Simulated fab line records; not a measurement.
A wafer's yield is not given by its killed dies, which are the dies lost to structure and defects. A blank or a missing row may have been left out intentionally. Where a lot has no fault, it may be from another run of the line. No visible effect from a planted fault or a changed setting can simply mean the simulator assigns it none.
Matching of chambers	flow n5Finfet	rieDiel-01 running N5_BEOL_M9_ETCH_65: 4 sister chambers
The step etches SiARC in CF4, target depth 15.6 nm, time 26 s. 8 wafers are shown with their chamber, then 12 later ones without.

== WAFERS WITH THEIR CHAMBER ==
wafer	chamber	oesProductAu (a.u.)	showerheadPlenumPTorr (Torr)
L086.4	1	0.61	2.12
L086.5	3	0.60	2.04
L088.4	1	0.61	2.12
L089.2	0	0.67	2.16
L089.5	2	0.82	2.11
L091.1	0	0.67	2.15
L091.2	2	0.79	2.10
L091.3	3	0.60	2.03

== WAFERS WITH NO CHAMBER GIVEN ==
wafer	oesProductAu (a.u.)	showerheadPlenumPTorr (Torr)
L093.2	0.78	2.10
L093.3	0.58	2.03
L093.4	0.66	2.15
L097.2	0.58	2.03
L097.4	0.77	2.10
L097.5	0.77	2.10
L096.1	0.59	2.03
L096.2	0.59	2.11
L096.4	0.66	2.15
L095.2	0.59	2.11
L095.3	0.66	2.15
L095.4	0.75	2.10

== THE CHAMBER EACH PASSED THROUGH ==
wafer	from the rows above	in truth
L093.2	2	2
L093.3	3	3
L093.4	0	0
L097.2	3	3
L097.4	2	2
L097.5	2	2
L096.1	3	3
L096.2	1	1
L096.4	0	0
L095.2	1	1
L095.3	0	0
L095.4	2	2
Placed correctly: 12 of 12. Not placeable from these rows: 0. Wrongly placed: 0.
How it was worked out, from the rows above alone: a wafer's distance from a chamber is the root of the sum, over the readings, of the square of ((its reading less the chamber's mean) divided by the reading's scatter). If the next closest chamber is less than 2 further off than the closest, the wafer can't be placed; otherwise it belongs to the closest. The mean given for a chamber averages the wafers shown for that chamber. How the scatter is found: for the shown wafers, subtract from each reading the mean of its chamber, square and add these, divide the total by (wafers less chambers), then take the root.
